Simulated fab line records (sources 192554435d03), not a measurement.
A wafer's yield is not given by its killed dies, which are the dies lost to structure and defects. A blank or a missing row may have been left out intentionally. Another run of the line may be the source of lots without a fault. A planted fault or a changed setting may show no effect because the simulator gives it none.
Chamber matching + flow n5 finfet + pecvd-03 running N5_BEOL_M0_SAQP_ILD_DEP_01: 3 sister chambers
The step deposits SiOC from DEMS/O2, target thk 45.419 nm, time 8.7 s. 20 wafers are shown with their chamber, then 10 later ones without.

== WAFERS PAIRED WITH THEIR CHAMBERS ==
| wafer  | chamber | throttle valve pct (%) | heater power w (W) | showerhead plenum p Torr (Torr) |
|--------|---------|------------------------|--------------------|---------------------------------|
| L074.2 | 1       | 12.7                   | 417                | 5.701                           |
| L074.3 | 0       | 12.6                   | 547                | 5.698                           |
| L074.5 | 1       | 12.5                   | 419                | 5.686                           |
| L075.3 | 0       | 12.5                   | 524                | 5.706                           |
| L075.4 | 0       | 12.6                   | 542                | 5.700                           |
| L075.6 | 2       | 10.7                   | 362                | 5.703                           |
| L076.1 | 0       | 12.6                   | 515                | 5.690                           |
| L076.2 | 2       | 10.9                   | 446                | 5.697                           |
| L076.6 | 2       | 10.7                   | 435                | 5.708                           |
| L077.3 | 0       | 12.7                   | 536                | 5.704                           |
| L077.4 | 0       | 12.4                   | 518                | 5.701                           |
| L077.5 | 1       | 12.5                   | 378                | 5.684                           |
| L083.2 | 2       | 10.7                   | 348                | 5.695                           |
| L083.3 | 1       | 12.8                   | 400                | 5.678                           |
| L083.4 | 2       | 10.9                   | 344                | 5.689                           |
| L087.3 | 1       | 12.7                   | 391                | 5.673                           |
| L087.4 | 0       | 12.5                   | 477                | 5.702                           |
| L087.6 | 1       | 12.9                   | 401                | 5.695                           |
| L088.1 | 1       | 12.9                   | 403                | 5.676                           |
| L088.3 | 0       | 12.8                   | 514                | 5.699                           |

SIGNATURES (means of the wafers above)
| reading                  | chamber 0 | chamber 1 | chamber 2 | scatter within a chamber |
|--------------------------|-----------|-----------|-----------|--------------------------|
| throttle valve pct       | 12.588    | 12.714    | 10.780    | 0.138                    |
| heater power w           | 521.62    | 401.29    | 387.00    | 29.1                     |
| showerhead plenum p Torr | 5.70000   | 5.68471   | 5.69840   | 0.0077                   |
Rule: for a wafer and a chamber, the distance is found by dividing, reading by reading, the gap between the wafer's reading and the chamber's mean by the reading's scatter, squaring, summing and taking the root. The wafer belongs to the nearest chamber; if the next one is less than 2 further off, it can't be placed. How the scatter is found: for the shown wafers, subtract from each reading the mean of its chamber, square and add these, divide the total by (wafers less chambers), then take the root.

== WAFERS MISSING THEIR CHAMBER ==
| wafer  | throttle valve pct (%) | heater power w (W) | showerhead plenum p Torr (Torr) |
|--------|------------------------|--------------------|---------------------------------|
| L088.4 | 10.8                   | 425                | 5.705                           |
| L093.1 | 11.1                   | 357                | 5.700                           |
| L093.2 | 12.7                   | 508                | 5.703                           |
| L093.5 | 12.6                   | 393                | 5.684                           |
| L095.4 | 12.7                   | 409                | 5.695                           |
| L095.5 | 11.0                   | 412                | 5.708                           |
| L095.6 | 12.6                   | 486                | 5.688                           |
| L096.3 | 10.8                   | 389                | 5.696                           |
| L096.5 | 12.5                   | 397                | 5.700                           |
| L096.6 | 11.0                   | 385                | 5.692                           |

== WHICH CHAMBER EACH WENT THROUGH ==
| wafer  | from the rows above     | in truth |
|--------|-------------------------|----------|
| L088.4 | 2                       | 2        |
| L093.1 | 2                       | 2        |
| L093.2 | 0                       | 0        |
| L093.5 | 1                       | 1        |
| L095.4 | 1                       | 1        |
| L095.5 | 2                       | 2        |
| L095.6 | can't be placed: 0 or 1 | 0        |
| L096.3 | 2                       | 2        |
| L096.5 | can't be placed: 1 or 0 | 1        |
| L096.6 | 2                       | 2        |
Placed correctly: 8 of 10. Not placeable from these rows: 2 (in 2, the candidates include the true chamber). Wrongly placed: 0.
